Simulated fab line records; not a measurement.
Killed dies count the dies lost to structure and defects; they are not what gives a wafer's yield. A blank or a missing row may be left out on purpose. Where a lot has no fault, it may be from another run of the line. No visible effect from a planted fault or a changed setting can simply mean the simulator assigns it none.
fab line records	flow nandHarc
[record] lots = 7	wafers = 21	lastDay = 26
route steps=1159 shown P_CONTACT@226
lots with no fault: from the same line, run without faults
startH: the number of hours between the record's first day and the start of the first shown wafer of the lot	waitH: time in hours since the lot's previous step	" same as the row above	L1.1+2: a row that stands for several wafers	- no value present, or no start provided	* or withheld: withheld	< > ~ a bound
route shown NAME@n: a module of which the file shows steps, and the number in the route of the first	usual: mean and standard deviation over wafers with no fault	same: alike in all rows	chamber/n: place in a boat	sites: the reading at each site	_std_site: how widely they spread, as a standard deviation	_edge_site: inner sites' mean taken away from outer sites' mean	radiusMm: how far each site lies from the wafer's centre	mask NAME#n: copy n	behind: the last tool/chamber to shape the wafer	hold: why the lot went on hold/how many hours it stayed there/how the hold came to an end	device: transistor that didn't switch, given as n, p or np	end of line: the same wafers' tests at the end of the route	where a step has no rows: the recipe by itself	killed: the dies lost at the first sort to structure and to defects; this is not the yield of the wafer	map: the dies of a wafer, with x for killed, . for not killed, _ for no die there
set.NAME: the setting that was run; set.NAME@STEP: the one run at that earlier step	model.NAME: the simulator's own value behind a step, which no gauge read
a table for each step, a row for each wafer; lots at some steps of the route
services: when a tool's chamber went out of use (startH, in hours from the record's first day, below 0 if earlier), for how many hours, and the reason
[[steps]]
[step NHARC_P_CONTACT_COAT_06]
[recipe] spinRpm = 1500	resistThkNm = 90
[step NHARC_P_CONTACT_SOFTBAKE_07]
[recipe] tempC = 105	timeS = 55
[step NHARC_P_CONTACT_EBR_08]
[step NHARC_P_CONTACT_EXPOSE_09]
[recipe] na = 1.35	targetCdNm = 90	doseMj = 81.26	maskId = P_CA
[step NHARC_P_CONTACT_PEB_10]
[recipe] pebTempC = 100	pebTimeS = 65
[step NHARC_P_CONTACT_DEVELOP_11]
[recipe] developTimeS = 35	devTempC = 23
[step NHARC_P_CONTACT_CD_MEAS_12]
[recipe] targetCdNm = 90	landingEnergyEv = 500
[usual] cdNm = 90.4/0.82
lot.wafer	tool	chamber	startH	waitH	cdNm
L165.1	cdSem-03	0	169.11	-	90.2
L165.3	"	0	"	"	90.2
L165.6	"	0	"	"	89.7
L164.1	cdSem-02	0	169.83	-	90.4
L164.4	"	0	"	"	90.0
L164.5	"	0	"	"	89.8
L168.3	cdSem-03	0	202.86	-	91.3
L168.4	"	0	"	"	91.2
L168.5	"	0	"	"	91.6
L166.1	cdSem-03	0	203.34	-	90.6
L166.3	"	0	"	"	90.3
L166.5	"	0	"	"	91.3
L167.1	cdSem-03	0	205.51	-	91.0
L167.2	"	0	"	"	90.3
L167.6	"	0	"	"	90.6
L174.1	cdSem-02	0	223.40	-	89.0
L174.3	"	0	"	"	90.5
L174.6	"	0	"	"	90.1
L179.1	cdSem-01	0	246.69	-	91.1
L179.4	"	0	"	"	90.5
L179.6	"	0	"	"	89.2
[step NHARC_P_CONTACT_OVL_MEAS_13]
[usual] overlayXNm = 0.2/0.76	overlayYNm = 0.0/0.82
lot.wafer	tool	chamber	startH	waitH	overlayXNm	overlayYNm
L165.1	overlay-02	-	169.21	-	1.1	0.4
L165.3	"	-	"	"	0.9	0.3
L165.6	"	-	"	"	0.9	-0.1
L164.1	overlay-02	-	169.92	-	0.5	0.2
L164.4	"	-	"	"	0.6	-0.5
L164.5	"	-	"	"	0.5	0.1
L168.3	overlay-01	-	202.95	-	0.6	1.5
L168.4	"	-	"	"	0.4	0.8
L168.5	"	-	"	"	0.5	1.4
L166.1	overlay-01	-	203.43	-	-1.1	0.3
L166.3	"	-	"	"	-1.0	0.3
L166.5	"	-	"	"	-1.4	-0.1
L167.1	overlay-02	-	205.60	-	-0.9	-1.2
L167.2	"	-	"	"	-0.9	-0.5
L167.6	"	-	"	"	-0.7	-1.0
L174.1	overlay-01	-	223.48	-	1.7	1.2
L174.3	"	-	"	"	0.8	0.9
L174.6	"	-	"	"	1.3	1.2
L179.1	overlay-01	-	246.78	-	1.0	-0.4
L179.4	"	-	"	"	0.7	0.3
L179.6	"	-	"	"	0.6	-0.5
[step NHARC_P_CONTACT_INSPECT_14]
[usual] rawDefectCount = 3.8/2.8
lot.wafer	tool	chamber	startH	waitH	rawDefectCount
L165.1	defectInspect-02	-	169.24	0.0	4
L165.3	"	-	"	"	2
L165.6	"	-	"	"	5
L164.1	defectInspect-01	-	169.96	0.0	6
L164.4	"	-	"	"	4
L164.5	"	-	"	"	5
L168.3	defectInspect-01	-	202.99	0.0	4
L168.4	"	-	"	"	4
L168.5	"	-	"	"	1
L166.1	defectInspect-02	-	203.47	0.0	0
L166.3	"	-	"	"	1
L166.5	"	-	"	"	5
L167.1	defectInspect-02	-	205.64	0.0	5
L167.2	"	-	"	"	0
L167.6	"	-	"	"	3
L174.1	defectInspect-02	-	223.52	0.0	3
L174.3	"	-	"	"	4
L174.6	"	-	"	"	5
L179.1	defectInspect-02	-	246.81	0.0	2
L179.4	"	-	"	"	7
L179.6	"	-	"	"	3
[step NHARC_P_CONTACT_DESCUM_17]
[recipe] timeS = 3	o2FlowSccm = 200	arFlowSccm = 0	biasPowerW = 0	chemistry = O2
[usual] drypumpMotorCurrentA = 5.7/0.36	mfcArSccm = 0.002/0.0055	oesProductAu = 1.002/0.0085	rfVppV = 57.9/0.95	showerheadPlenumPTorr = 1.93/0.1	throttleValvePct = 11.311/0.0084
lot.wafer	tool	chamber	startH	waitH	drypumpMotorCurrentA	mfcArSccm	oesProductAu	rfHoursCounterH	rfVppV	showerheadPlenumPTorr	throttleValvePct
L165.1	rieDiel-04	3	169.31	0.1	6.2	0	1.004	4	57.2	1.89	11.311
L165.3	"	0	"	"	5.7	0.004	0.998	3	59.5	2.05	11.302
L165.6	"	2	"	"	5.8	0	0.993	-	58.4	2.06	11.313
L164.1	rieDiel-02	3	170.02	0.1	6.2	0.018	1.026	1	57.8	1.78	11.316
L164.4	"	0	"	"	5.5	0	0.990	1	59.7	1.94	11.293
L164.5	"	0	"	"	5.5	0	0.988	-	56.4	1.94	11.306
L168.4	rieDiel-04	1	203.05	0.1	5.2	0	1.001	7	57.9	2.03	11.319
L168.3	"	2	"	"	5.8	0	0.994	7	58.7	2.06	11.318
L168.5	"	0	"	"	5.7	0.004	1.005	-	57.2	2.05	11.306
L166.1	rieDiel-02	0	203.53	0.1	5.5	0	0.997	4	57.5	1.94	11.307
L166.3	"	3	"	"	6.2	0.018	1.003	4	57.7	1.78	11.297
L166.5	"	1	"	"	6.1	0	1.000	-	57.7	1.80	11.309
L167.2	rieDiel-02	3	205.72	0.1	6.2	0.018	1.012	4	57.3	1.78	11.305
L167.1	"	0	"	"	5.5	0	0.990	5	58.9	1.94	11.305
L167.6	"	1	"	"	6.1	0	0.993	-	58.7	1.80	11.307
L174.1	rieDiel-02	1	223.58	0.1	6.1	0	0.997	7	58.0	1.80	11.310
L174.3	"	2	"	"	5.3	0	0.998	6	57.7	1.88	11.314
L174.6	"	2	"	"	5.4	0	0.997	-	57.1	1.88	11.313
L179.1	rieDiel-04	1	246.88	0.1	5.2	0	0.998	12	58.9	2.03	11.308
L179.4	"	2	"	"	5.8	0	0.989	11	58.7	2.06	11.316
L179.6	"	1	"	"	5.2	0	1.007	-	57.3	2.03	11.320
[step NHARC_P_CONTACT_ETCH_35]
[recipe] targetDepthA = 390	overEtchFrac = 0.3	timeS = 65	ionEnergyEv = 80	cf4FlowSccm = 150	arFlowSccm = 0	rfW = 300	biasW = 100	chemistry = CF4
[usual] biasW = 99.9/0.32	cf4FlowSccm = 150.0/0.47	drypumpMotorCurrentA = 5.8/0.36	mfcArSccm = 0.003/0.0058	oesProductAu = 1.001/0.0087	rfVppV = 151.5/1.5	showerheadPlenumPTorr = 1.78/0.088	throttleValvePct = 13.283/0.0091
lot.wafer	tool	chamber	startH	waitH	biasW	cf4FlowSccm	drypumpMotorCurrentA	mfcArSccm	oesProductAu	rfHoursCounterH	rfVppV	showerheadPlenumPTorr	throttleValvePct
L165.1	rieDiel-04	2	169.40	0.1	99.6	149.6	5.8	0	0.997	5	152.3	1.90	13.274
L165.3	"	0	"	"	99.4	149.3	5.7	0.004	1.000	3	152.8	1.89	13.269
L165.6	"	1	"	"	99.8	149.7	5.2	0	0.996	-	152.4	1.87	13.276
L164.4	rieDiel-02	0	170.10	0.1	99.8	150.6	5.5	0	0.978	1	151.3	1.79	13.282
L164.1	"	1	"	"	100.2	149.2	6.1	0	0.994	2	149.0	1.67	13.287
L164.5	"	1	"	"	100.2	149.6	6.0	0	0.987	-	149.4	1.67	13.282
L168.3	rieDiel-04	3	203.14	0.1	99.8	149.8	6.1	0	1.013	6	150.3	1.75	13.288
L168.4	"	0	"	"	99.5	149.8	5.7	0.004	1.006	6	153.4	1.89	13.285
L168.5	"	2	"	"	99.5	149.5	5.8	0	0.992	-	151.6	1.90	13.284
L166.1	rieDiel-02	3	203.61	0.1	100.2	150.5	6.2	0.018	1.005	4	151.3	1.65	13.291
L166.3	"	1	"	"	99.9	150.0	6.1	0	1.005	5	150.0	1.67	13.275
L166.5	"	3	"	"	100.1	150.5	6.2	0.018	1.011	-	148.6	1.65	13.273
L167.2	rieDiel-02	0	205.79	0.1	99.9	149.7	5.5	0	1.012	5	151.6	1.79	13.279
L167.1	"	1	"	"	99.8	148.9	6.1	0	0.998	5	149.3	1.67	13.271
L167.6	"	3	"	"	99.8	150.6	6.2	0.018	1.005	-	149.7	1.65	13.280
L174.3	rieDiel-02	2	223.67	0.1	99.7	150.0	5.3	0	1.000	6	150.5	1.74	13.280
L174.1	"	0	"	"	99.4	149.9	5.5	0	0.999	6	151.5	1.79	13.282
L174.6	"	2	"	"	99.2	150.3	5.3	0	1.003	-	152.1	1.74	13.278
L179.1	rieDiel-04	0	246.96	0.1	99.5	151.0	5.7	0.004	1.004	10	152.5	1.88	13.293
L179.4	"	2	"	"	99.7	149.4	5.8	0	0.991	11	153.3	1.90	13.282
L179.6	"	0	"	"	100.4	151.0	5.7	0.004	1.006	-	154.0	1.89	13.295
[step NHARC_P_CONTACT_ETCH_36]
[recipe] targetDepthA = 2600	overEtchFrac = 0.25	timeS = 406.25	ionEnergyEv = 200	n2FlowSccm = 150	h2FlowSccm = 150	arFlowSccm = 0	rfW = 400	biasW = 150	chemistry = N2/H2
[usual] biasW = 150.0/0.38	chamberPressureMTorr = 29.996/0.026	drypumpMotorCurrentA = 5.8/0.36	mfcArSccm = 0.003/0.0058	oesProductAu = 1.002/0.0085	rfVppV = 431/3.3	showerheadPlenumPTorr = 2.06/0.11	throttleValvePct = 14.171/0.0089
lot.wafer	tool	chamber	startH	waitH	biasW	chamberPressureMTorr	drypumpMotorCurrentA	mfcArSccm	oesProductAu	rfHoursCounterH	rfVppV	showerheadPlenumPTorr	throttleValvePct
L165.1	rieDiel-04	3	-	-	150.0	29.978	6.2	0	1.004	4	428	2.01	14.161
L165.3	"	1	"	"	150.5	29.997	5.2	0	0.995	5	433	2.17	14.175
L165.6	"	3	"	"	150.4	30.017	6.2	0	1.007	-	429	2.01	14.163
L164.1	rieDiel-02	3	-	-	150.1	29.938	6.2	0.018	1.004	1	427	1.90	14.175
L164.4	"	0	"	"	149.9	29.984	5.5	0	0.990	1	431	2.07	14.184
L164.5	"	1	"	"	150.1	30.053	6.1	0	0.998	-	428	1.92	14.155
L168.3	rieDiel-04	0	-	-	150.4	29.984	5.7	0.004	1.002	6	435	2.19	14.182
L168.4	"	1	"	"	149.7	29.971	5.2	0	1.001	7	435	2.17	14.187
L168.5	"	3	"	"	150.6	29.989	6.2	0	0.996	-	431	2.01	14.165
L166.3	rieDiel-02	3	-	-	150.0	29.965	6.2	0.018	1.010	4	426	1.89	14.179
L166.1	"	0	"	"	150.5	29.997	5.5	0	1.008	4	432	2.07	14.185
L166.5	"	0	"	"	150.6	29.979	5.5	0	1.005	-	430	2.07	14.165
L167.1	rieDiel-02	3	-	-	149.6	29.998	6.2	0.018	1.010	4	428	1.89	14.177
L167.2	"	0	"	"	149.8	29.966	5.5	0	1.005	5	432	2.07	14.178
L167.6	"	3	"	"	150.4	30.029	6.2	0.018	1.009	-	426	1.89	14.170
L174.3	rieDiel-02	2	-	-	150.2	29.983	5.4	0	0.990	6	429	2.01	14.170
L174.1	"	3	"	"	150.4	30.009	6.2	0.018	1.004	6	426	1.89	14.169
L174.6	"	1	"	"	150.1	30.005	6.1	0	1.009	-	427	1.92	14.157
L179.1	rieDiel-04	2	-	-	150.3	29.999	5.8	0	0.991	11	435	2.20	14.177
L179.4	"	1	"	"	149.9	30.022	5.2	0	1.012	12	435	2.17	14.171
L179.6	"	3	"	"	150.2	29.978	6.2	0	1.024	-	429	2.01	14.169
[step NHARC_P_CONTACT_ETCH_18]
[recipe] targetDepthA = 4810	timeS = 240.5	c4f8FlowSccm = 20	o2FlowSccm = 10	arFlowSccm = withheld	rfW = 600	biasW = 1500	chemistry = C4F8/O2/Ar
[usual] biasW = 1500/4.2	chamberPressureMTorr = 25.002/0.026	oesProductAu = 0.961/0.018	rfVppV = 979/7
lot.wafer	tool	chamber	startH	waitH	biasW	chamberPressureMTorr	oesProductAu	rfHoursCounterH	rfVppV
L165.1	rieDiel-04	2	170.23	-	-	-	-	-	-
L165.3	"	0	"	"	-	-	-	-	-
L165.6	"	3	"	"	-	-	-	-	-
L164.1	rieDiel-02	1	170.52	-	-	-	-	-	-
L164.4	"	3	"	"	-	-	-	-	-
L164.5	"	1	"	"	-	-	-	-	-
L168.3	rieDiel-04	3	203.52	-	1504	25.014	0.964	6	975
L168.4	"	1	"	"	1503	25.004	0.944	7	985
L168.5	"	3	"	"	1500	25.005	0.960	-	976
L166.1	rieDiel-02	3	204.01	-	-	-	-	-	-
L166.3	"	0	"	"	-	-	-	-	-
L166.5	"	0	"	"	-	-	-	-	-
L167.1	rieDiel-02	3	206.22	-	1501	24.983	0.985	4	969
L167.2	"	0	"	"	1500	25.001	0.972	5	980
L167.6	"	1	"	"	1507	24.969	0.956	-	970
L174.3	rieDiel-02	2	224.06	-	1502	24.965	0.967	6	976
L174.1	"	3	"	"	1500	24.992	0.994	6	969
L174.6	"	2	"	"	1498	24.991	0.968	-	978
L179.4	rieDiel-04	0	247.39	-	1506	25.021	0.967	11	986
L179.1	"	1	"	"	1490	24.987	0.953	12	986
L179.6	"	3	"	"	1495	24.984	0.991	-	975
[step NHARC_P_CONTACT_STRIP_37]
[recipe] c4f8FlowSccm = withheld	o2FlowSccm = 8	arFlowSccm = withheld	biasW = 0	chemistry = C4F8/O2/Ar
[[services]]
tool	chamber	startH	hours	kind
rieDiel-04	0	145.40	-	clean
rieDiel-04	1	145.40	-	clean
rieDiel-04	2	145.40	-	clean
rieDiel-02	-	150.47	0.9	repair
rieDiel-02	0	160.34	-	clean
rieDiel-02	1	160.34	-	clean
rieDiel-02	2	160.34	-	clean
rieDiel-02	3	160.34	-	clean
rieDiel-02	2	179.41	4.0	repair
rieDiel-04	-	183.67	0.3	repair
rieDiel-02	0	184.84	-	clean
rieDiel-02	1	184.84	-	clean
rieDiel-02	2	184.84	-	clean
rieDiel-02	3	184.84	-	clean
rieDiel-04	3	186.82	8.7	repair
rieDiel-02	0	209.38	-	clean
rieDiel-02	1	209.38	-	clean
rieDiel-02	2	209.38	-	clean
rieDiel-02	3	209.38	-	clean
rieDiel-04	-	214.41	0.8	repair
rieDiel-02	0	230.45	4.5	repair
rieDiel-02	1	234.01	-	clean
rieDiel-02	2	234.01	-	clean
rieDiel-02	3	234.01	-	clean
[[key]]
[firstSign] step = NHARC_P_CONTACT_ETCH_18	reading = toolRecord	direction = missing
effect none on later readings
metAt NHARC_P_CONTACT_ETCH_18
struckWafers L164.1,L164.4,L164.5,L165.1,L165.3,L165.6,L166.1,L166.3,L166.5
laterRowsLeftOut L164.1,L164.4,L164.5,L165.1,L165.3,L165.6,L166.1,L166.3,L166.5
sortLeftOut L164.1,L164.4,L164.5,L165.1,L165.3,L165.6,L166.1,L166.3,L166.5
testerLeftOut L164,L165,L166
[fault] kind = skippedStepWhole	tool = rieDiel-02,rieDiel-04	chamber = -	onsetH = 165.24	steps = NHARC_P_CONTACT_ETCH_18	scope = struckLotsOnly
// testerLeftOut: of these lots the tester's yield and bins aren't shown, on N5 and GAA mostly nor the transistor test; their killed dies are dies lost to structure and defects alone, not to doping, threshold or leakage, so they don't give the yield
// sortLeftOut: the simulated sort isn't trusted on such a fault, so these wafers' sort isn't shown, and their yield isn't known
// laterRowsLeftOut: the simulator's readings of these wafers behind a module that went badly wrong aren't trusted and aren't shown, but for the sort
